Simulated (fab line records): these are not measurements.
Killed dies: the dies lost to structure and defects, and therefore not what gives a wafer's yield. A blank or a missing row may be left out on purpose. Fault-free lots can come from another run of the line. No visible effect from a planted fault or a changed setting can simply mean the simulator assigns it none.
fab line records | flow nand-harc
[record] lots = 12 wafers = 36 last-day = 24
route steps=1159 shown P_GATE@145 END@1159
lots that met no fault: from a run of the same line without faults
start-h: start of the lot's first displayed wafer, in hours after the record's first day | wait-h: time in hours since the lot's previous step | " as in the row above | L1.1+2: a row that stands for several wafers | - no value present, or no start provided | * or withheld: withheld | < > ~ a bound
route shown NAME@n: a module of which the file shows steps, and the number in the route of the first | usual: the fault-free wafers' mean and standard deviation | same: alike in all rows | chamber/n: place in a boat | sites: per-site readings | _std_site: standard deviation of those values | _edge_site: mean of outer sites minus mean of inner sites | radius-mm: how far each site lies from the wafer's centre | mask NAME#n: copy n | behind: the tool/chamber that last shaped the wafer | hold: cause of the lot's hold/its duration in hours/its outcome | device: which transistor (n, p or np) failed to switch | end of line: the same wafers' tests at the end of the route | a step with no rows: only its recipe | killed: count of dies lost to structure and defects at first sort (not the wafer's yield) | map: a wafer's dies, x killed, . not, _ none there
set.NAME: the setting that was run; set.NAME@STEP: the one run at that earlier step | model.NAME: the simulator's own value behind a step, which no gauge read
route steps across a sampled set of lots; one table per step, one row per wafer
services: from which hour (start-h, from the record's first day; less than 0 if before it) a tool's chamber was out of use, for how many hours, and why
[[steps]]
[step NHARC_P_GATE_ETCH_104]
[recipe] target-depth-a = 600 time-s = withheld cf4-flow-sccm = 100 chf3-flow-sccm = 30 ar-flow-sccm = 0 rf-w = 500 bias-w = 200 chemistry = CF4/CHF3
[usual] drypump-motor-current-A = 5.7/0.37 oes-product-au = 0.941/0.02 rf-vpp-V = 370.6/2.2 showerhead-plenum-p-Torr = 1.57/0.06 throttle-valve-pct = 16.805/0.0091
// columns lot.wafer tool chamber start-h wait-h drypump-motor-current-A oes-product-au rf-vpp-V showerhead-plenum-p-Torr throttle-valve-pct
L647.2 rie-diel-13 1 95.23 0.3 5.4 0.932 368.6 1.52 16.805
L647.4 " 3 " " 6.0 0.948 370.7 1.62 16.821
L647.3 " 0 " " 5.1 0.926 368.5 1.50 16.811
L648.4 rie-diel-01 1 95.50 0.1 5.1 0.960 368.1 1.51 16.792
L648.3 " 3 " " 5.3 0.929 370.6 1.57 16.805
L648.6 " 2 " " 6.0 0.939 371.9 1.63 16.810
L649.1 rie-diel-01 2 103.59 0.1 6.0 0.932 373.9 1.63 16.810
L649.5 " 2 " " 6.0 0.934 371.9 1.63 16.801
L649.6 " 3 " " 5.3 0.919 370.8 1.57 16.790
L651.4 rie-diel-07 3 103.99 0.1 5.3 0.938 371.1 1.57 16.818
L651.1 " 1 " " 5.6 0.943 370.9 1.58 16.792
L651.2 " 2 " " 5.9 0.931 371.1 1.60 16.814
L653.1 rie-diel-07 2 125.78 0.1 6.0 0.917 372.3 1.60 16.804
L653.3 " 1 " " 5.6 0.918 370.3 1.58 16.825
L653.6 " 3 " " 5.2 0.908 370.4 1.57 16.814
L654.2 rie-diel-07 1 126.42 0.1 5.6 0.915 369.6 1.58 16.813
L654.1 " 3 " " 5.2 0.914 371.9 1.57 16.814
L654.6 " 2 " " 5.9 0.918 369.3 1.60 16.823
L655.2 rie-diel-13 3 145.30 0.1 6.0 0.991 372.7 1.62 16.807
L655.3 " 1 " " 5.4 0.958 367.8 1.52 16.811
L655.6 " 3 " " 6.0 0.987 371.4 1.62 16.812
L659.1 rie-diel-07 2 168.82 0.1 5.9 0.937 370.5 1.59 16.811
L659.6 " 3 " " 5.3 0.918 370.9 1.57 16.799
L659.5 " 0 " " 5.8 0.958 375.7 1.69 16.804
L667.4 rie-diel-13 0 206.77 0.1 5.2 0.952 367.1 1.50 16.799
L667.5 " 1 " " 5.4 0.953 369.3 1.51 16.809
L667.6 " 2 " " 5.9 0.988 369.4 1.52 16.811
L669.3 rie-diel-13 1 220.64 0.1 5.4 0.963 370.3 1.51 16.805
L669.4 " 0 " " 5.2 0.971 368.1 1.50 16.804
L669.6 " 1 " " 5.4 0.964 367.8 1.51 16.801
L668.1 rie-diel-01 3 220.93 0.1 5.3 0.917 370.3 1.55 16.810
L668.2 " 0 " " 6.7 0.926 368.4 1.48 16.800
L668.4 " 1 " " 5.1 0.939 368.4 1.50 16.805
L670.1 rie-diel-13 1 227.94 0.1 5.4 0.906 369.4 1.51 16.813
L670.4 " 2 " " 5.9 0.935 368.4 1.52 16.807
L670.2 " 0 " " 5.2 0.913 368.2 1.50 16.812
[step NHARC_P_GATE_EXPOSE_43]
[recipe] na = 0.6 target-cd-nm = 720 dose-mj = 14.81 mask-id = P_NSD
[usual] stage-vel-mm-s = 500.0/0.31
// columns lot.wafer tool chamber start-h wait-h mask stage-vel-mm-s
L647.2 krf-scanner-03 0 107.85 - P_NSD#0 499.9
L647.3 " 0 " " P_NSD#0 500.2
L647.4 " 0 " " P_NSD#0 499.8
L648.3 krf-scanner-02 0 109.32 - P_NSD#0 500.5
L648.4 " 0 " " P_NSD#0 500.5
L648.6 " 0 " " P_NSD#0 500.3
L649.1 krf-scanner-03 0 115.47 - P_NSD#0 499.5
L649.5 " 0 " " P_NSD#0 499.6
L649.6 " 0 " " P_NSD#0 499.7
L651.1 krf-scanner-01 0 121.65 - P_NSD#0 500.7
L651.2 " 0 " " P_NSD#0 500.0
L651.4 " 0 " " P_NSD#0 500.7
L653.1 krf-scanner-01 0 137.61 - P_NSD#0 500.0
L653.3 " 0 " " P_NSD#0 500.5
L653.6 " 0 " " P_NSD#0 500.5
L654.1 krf-scanner-01 0 139.94 - P_NSD#0 499.9
L654.2 " 0 " " P_NSD#0 500.1
L654.6 " 0 " " P_NSD#0 500.4
L655.2 krf-scanner-01 0 156.78 - P_PSD#0 499.7
L655.3 " 0 " " P_PSD#0 500.1
L655.6 " 0 " " P_PSD#0 500.0
L659.1 krf-scanner-01 0 180.53 - P_NSD#0 499.9
L659.5 " 0 " " P_NSD#0 499.7
L659.6 " 0 " " P_NSD#0 499.8
L667.4 krf-scanner-01 0 218.31 - P_NSD#0 500.2
L667.5 " 0 " " P_NSD#0 500.2
L667.6 " 0 " " P_NSD#0 500.2
L668.1 krf-scanner-01 0 234.44 - P_NSD#0 499.6
L668.2 " 0 " " P_NSD#0 499.6
L668.4 " 0 " " P_NSD#0 499.5
L669.3 krf-scanner-03 0 234.62 - P_NSD#0 499.6
L669.4 " 0 " " P_NSD#0 499.5
L669.6 " 0 " " P_NSD#0 499.4
L670.1 krf-scanner-01 0 239.56 - P_NSD#0 499.7
L670.2 " 0 " " P_NSD#0 499.6
L670.4 " 0 " " P_NSD#0 500.0
[step NHARC_P_GATE_CD_MEAS_46]
[recipe] target-cd-nm = 720 landing-energy-ev = 500
[usual] cd-nm = 720.8/1.5
// columns lot.wafer tool chamber start-h wait-h cd-nm
L647.2 cd-sem-01 0 108.01 - 721.9
L647.3 " 0 " " 721.0
L647.4 " 0 " " 721.1
L648.3 cd-sem-02 0 109.47 - 721.3
L648.4 " 0 " " 722.0
L648.6 " 0 " " 721.8
L649.1 cd-sem-01 0 115.62 - 721.5
L649.5 " 0 " " 722.3
L649.6 " 0 " " 721.5
L651.1 cd-sem-01 0 121.81 - 719.1
L651.2 " 0 " " 718.8
L651.4 " 0 " " 719.0
L653.1 cd-sem-01 0 137.77 - 717.5
L653.3 " 0 " " 720.2
L653.6 " 0 " " 719.5
L654.1 cd-sem-03 0 140.10 - 722.9
L654.2 " 0 " " 719.7
L654.6 " 0 " " 721.9
L655.2 cd-sem-02 0 156.94 - -
L655.3 " 0 " " -
L655.6 " 0 " " -
L659.1 cd-sem-02 0 180.69 - 723.6
L659.5 " 0 " " 722.6
L659.6 " 0 " " 722.3
L667.4 cd-sem-02 0 218.46 - 717.3
L667.5 " 0 " " 717.8
L667.6 " 0 " " 720.3
L668.1 cd-sem-02 0 234.60 - 723.5
L668.2 " 0 " " 721.7
L668.4 " 0 " " 719.8
L669.3 cd-sem-02 0 234.77 - 719.5
L669.4 " 0 " " 719.3
L669.6 " 0 " " 717.8
L670.1 cd-sem-03 0 239.72 - 720.0
L670.2 " 0 " " 717.7
L670.4 " 0 " " 722.7
[step NHARC_P_GATE_STRIP_75]
[recipe] power-w = 1500 temp-c = 250 chemistry = O2
[usual] drypump-motor-current-A = 5.7/0.45 heater-power-w = 339/23
// columns lot.wafer tool chamber start-h wait-h drypump-motor-current-A heater-power-w rf-hours-counter-h
L647.2 plasma-asher-02 0 108.84 0.3 5.4 351 32
L647.3 " 0 " " 5.4 342 -
L647.4 " 1 " " 6.3 367 -
L648.3 plasma-asher-02 1 110.34 0.2 6.3 367 -
L648.4 " 0 " " 5.4 353 -
L648.6 " 0 " " 5.4 345 -
L649.1 plasma-asher-01 0 116.54 0.2 5.9 313 3
L649.5 " 0 " " 5.9 319 -
L649.6 " 1 " " 5.2 327 -
L651.2 plasma-asher-01 1 122.64 0.3 5.2 327 6
L651.1 " 0 " " 5.9 322 6
L651.4 " 0 " " 5.9 313 -
L653.1 plasma-asher-01 0 138.61 0.3 5.9 327 9
L653.3 " 0 " " 5.9 323 -
L653.6 " 0 " " 5.9 319 -
L654.2 plasma-asher-01 0 141.02 0.3 5.9 319 10
L654.1 " 1 " " 5.2 328 10
L654.6 " 1 " " 5.2 320 -
L655.2 plasma-asher-01 1 157.83 0.3 5.2 324 15
L655.3 " 1 " " 5.2 337 -
L655.6 " 1 " " 5.2 328 -
L659.1 plasma-asher-02 0 181.57 0.3 5.4 349 57
L659.5 " 0 " " 5.4 351 -
L659.6 " 1 " " 6.4 358 -
L667.4 plasma-asher-02 0 219.32 0.2 5.4 309 -
L667.6 " 0 " " 5.4 308 -
L667.5 " 1 " " 6.3 370 -
L668.2 plasma-asher-01 0 235.43 0.3 5.9 322 44
L668.1 " 1 " " 5.2 323 44
L668.4 " 0 " " 5.9 328 -
L669.4 plasma-asher-02 1 235.64 0.2 6.3 374 -
L669.3 " 0 " " 5.4 312 -
L669.6 " 0 " " 5.4 312 -
L670.1 plasma-asher-01 1 240.56 0.3 5.2 335 46
L670.2 " 0 " " 5.9 316 46
L670.4 " 0 " " 5.9 321 -
[step NHARC_P_GATE_STRIP_112]
[recipe] power-w = 1500 temp-c = 110 time-s = 200 chemistry = N2/H2
[usual] drypump-motor-current-A = 5.7/0.45 heater-power-w = 90/6
[same] time-s = 200
// columns lot.wafer tool chamber start-h wait-h drypump-motor-current-A heater-power-w rf-hours-counter-h
L647.2 plasma-asher-01 0 110.22 0.2 5.9 83 1
L647.4 " 1 " " 5.2 90 -
L647.3 " 0 " " 5.9 84 -
L648.4 plasma-asher-02 0 111.86 0.2 5.4 89 -
L648.3 " 1 " " 6.3 98 -
L648.6 " 0 " " 5.4 92 -
L649.1 plasma-asher-01 0 118.04 0.2 6.0 85 3
L649.5 " 1 " " 5.2 86 -
L649.6 " 0 " " 5.9 84 -
L651.1 plasma-asher-02 0 124.10 0.2 5.4 92 39
L651.2 " 1 " " 6.3 100 39
L651.4 " 1 " " 6.3 98 -
L653.1 plasma-asher-02 0 140.13 0.2 5.4 94 43
L653.3 " 0 " " 5.4 90 -
L653.6 " 1 " " 6.4 99 -
L654.1 plasma-asher-02 0 142.63 0.3 5.4 93 44
L654.2 " 1 " " 6.4 97 44
L654.6 " 0 " " 5.4 90 -
L655.2 plasma-asher-02 0 159.24 0.2 5.4 93 49
L655.3 " 1 " " 6.3 100 -
L655.6 " 1 " " 6.3 100 -
L659.1 plasma-asher-01 0 183.05 0.2 5.9 86 24
L659.5 " 0 " " 5.9 86 -
L659.6 " 1 " " 5.2 87 -
L667.4 plasma-asher-01 1 220.89 0.2 5.2 90 -
L667.5 " 0 " " 5.9 85 -
L667.6 " 1 " " 5.2 87 -
L668.2 plasma-asher-01 1 236.76 0.2 5.2 89 44
L668.1 " 0 " " 5.9 84 44
L668.4 " 1 " " 5.2 88 -
L669.4 plasma-asher-02 1 237.16 0.2 6.3 101 -
L669.3 " 0 " " 5.4 81 -
L669.6 " 1 " " 6.3 101 -
L670.2 plasma-asher-02 1 242.01 0.2 6.3 100 16
L670.1 " 0 " " 5.4 83 16
L670.4 " 1 " " 6.3 100 -
[step NHARC_END_SORT_01]
[recipe] temp-c = 25
[usual] killed-at-array = 29/10 killed-at-other = 0.7/1.1 killed-at-periphery = 3.2/2.2 killed-dies = 33/11 killed-open = 3.5/1.8 killed-short = 2.0/1.4
[same] gross-dies = 677
// columns lot.wafer tool chamber start-h wait-h killed-at-array killed-at-other killed-at-periphery killed-dies killed-open killed-short
L655.2 prober-02 0 499.04 2.8 29 1 647 677 6 0
L655.3 prober-02 0 499.84 3.1 33 2 642 677 6 3
L655.6 prober-02 0 502.24 4.0 29 2 646 677 2 0
// killed by level:class
L655.2 P_GATE:area-expose=641 A_SLIT:chamber-film-flake=9 A_STAIRCASE:chamber-film-flake=8 P_CONTACT:chamber-film-flake=3 A_CONTACT:chamber-film-flake=3 A_BONDPAD:chamber-film-flake=3 A_ONON_D1:geometric-particle:open=2 A_CHANNEL_HOLE_D1:chamber-film-flake=2
L655.3 P_GATE:area-expose=634 A_SLIT:chamber-film-flake=11 A_CONTACT:chamber-film-flake=6 P_STI:chamber-film-flake=4 P_CONTACT:chamber-film-flake=3 A_CHANNEL_HOLE_D1:chamber-film-flake=3 A_WL_FILL:chamber-film-flake=3 A_CHANNEL_FILL_D1:geometric-particle:short=2
L655.6 P_GATE:area-expose=639 A_SLIT:chamber-film-flake=15 A_STAIRCASE:chamber-film-flake=5 P_STI:chamber-film-flake=4 A_CHANNEL_HOLE_D1:chamber-film-flake=4 A_CONTACT:geometric-particle:open=2 P_M0:chamber-film-flake=2 A_WL_FILL:chamber-film-flake=2
[[services]]
// columns tool chamber start-h hours kind
krf-scanner-01 - 84.00 4.0 pm
plasma-asher-01 - 99.00 9.0 pm
plasma-asher-01 0 99.00 9.0 vent-cycle
plasma-asher-01 1 99.00 9.0 vent-cycle
rie-diel-13 - 99.06 9.0 pm
plasma-asher-01 0 108.00 - clean
plasma-asher-01 1 108.00 - clean
krf-scanner-02 - 110.69 0.6 repair
krf-scanner-01 - 117.44 0.5 repair
rie-diel-01 0 136.38 7.9 repair
rie-diel-01 - 137.93 9.0 pm
krf-scanner-03 - 168.00 4.0 pm
rie-diel-07 3 178.24 7.3 repair
plasma-asher-02 - 183.00 9.0 pm
plasma-asher-02 0 183.00 9.0 vent-cycle
plasma-asher-02 1 183.00 9.0 vent-cycle
plasma-asher-02 0 192.00 - clean
plasma-asher-02 1 192.00 - clean
krf-scanner-03 - 199.46 1.5 repair
krf-scanner-01 - 205.39 2.0 repair
krf-scanner-02 - 210.00 4.0 pm
rie-diel-07 - 228.51 9.0 pm
rie-diel-13 - 237.43 0.3 repair
krf-scanner-03 - 238.50 1.5 repair
[[key]]
[first-sign] step = NHARC_P_GATE_EXPOSE_43 reading = mask direction = changed
[effect] step = NHARC_P_GATE_CD_MEAS_46 reading = cd-nm direction = missing
[effect] step = NHARC_END_SORT_01 reading = killed-at-periphery direction = up sigmas = 99+ usual = 3.2 struck = 645
[more-kills-born-at] NHARC_P_GATE_EXPOSE_43@krf-scanner-01 = 1914
met-at NHARC_P_GATE_EXPOSE_43
struck-lots L655
later-rows-left-out L655.2,L655.3,L655.6
tester-left-out L655
not-acting-at NHARC_P_GATE_ETCH_104,NHARC_P_GATE_STRIP_75,NHARC_P_GATE_STRIP_112
onset-between 139.94 156.78
[fault] kind = wrong-mask tool = any chamber = - onset-h = 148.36 steps = NHARC_P_GATE_EXPOSE_43 aux-copy = P_PSD#0 scope = struck-lots-only
// tester-left-out: of these lots the tester's yield and bins aren't shown, on N5 and GAA mostly nor the transistor test; their killed dies are dies lost to structure and defects alone, not to doping, threshold or leakage, so they don't give the yield
// later-rows-left-out: the simulator's readings of these wafers behind a module that went badly wrong aren't trusted and aren't shown, but for the sort
